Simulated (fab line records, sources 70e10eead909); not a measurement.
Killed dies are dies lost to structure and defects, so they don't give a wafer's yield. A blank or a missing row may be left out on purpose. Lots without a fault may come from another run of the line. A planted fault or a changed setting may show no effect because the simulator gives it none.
Chamber matching | flow nand_harc | NHARC_A_CONTACT_ETCH_90 on rie_diel-01: 4 sister chambers
The step etches the open film in CH3F/O2, target depth 40 nm, time 85.7 s. 4 wafers are shown with their chamber, then 12 later ones without.

WAFERS WITH THEIR CHAMBER
wafer  | chamber | showerhead_plenum_p_Torr (Torr)
L084.3 | 2       | 2.56
L088.1 | 1       | 2.56
L088.3 | 0       | 2.50
L088.4 | 3       | 2.27

WAFERS WITHOUT THEIR CHAMBER
wafer  | showerhead_plenum_p_Torr (Torr)
L091.1 | 2.56
L091.2 | 2.27
L091.3 | 2.50
L096.1 | 2.56
L096.3 | 2.55
L096.4 | 2.27
L093.2 | 2.49
L093.4 | 2.55
L093.6 | 2.56
L097.1 | 2.56
L097.4 | 2.49
L097.5 | 2.55

WHICH CHAMBER EACH WENT THROUGH
wafer  | from the rows above     | in truth
L091.1 | can't be placed: 1 or 2 | 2
L091.2 | 3                       | 3
L091.3 | 0                       | 0
L096.1 | can't be placed: 1 or 2 | 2
L096.3 | can't be placed: 1 or 2 | 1
L096.4 | 3                       | 3
L093.2 | 0                       | 0
L093.4 | can't be placed: 1 or 2 | 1
L093.6 | can't be placed: 1 or 2 | 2
L097.1 | can't be placed: 1 or 2 | 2
L097.4 | 0                       | 0
L097.5 | can't be placed: 1 or 2 | 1
Placed correctly: 5 of 12. Can't be placed from these rows: 7 (the true chamber is among the candidates in 7). Placed wrongly: 0.
How it was worked out, from the rows above alone: a wafer's distance from a chamber is the root of the sum, over the readings, of the square of ((its reading less the chamber's mean) divided by the reading's scatter). The wafer belongs to the nearest chamber; if the next one is less than 2 further off, it can't be placed. A chamber's mean is the mean of its shown wafers. The scatter: with one shown wafer a chamber, the root of the mean of the squares of how far each hidden wafer lies from its nearest shown one.
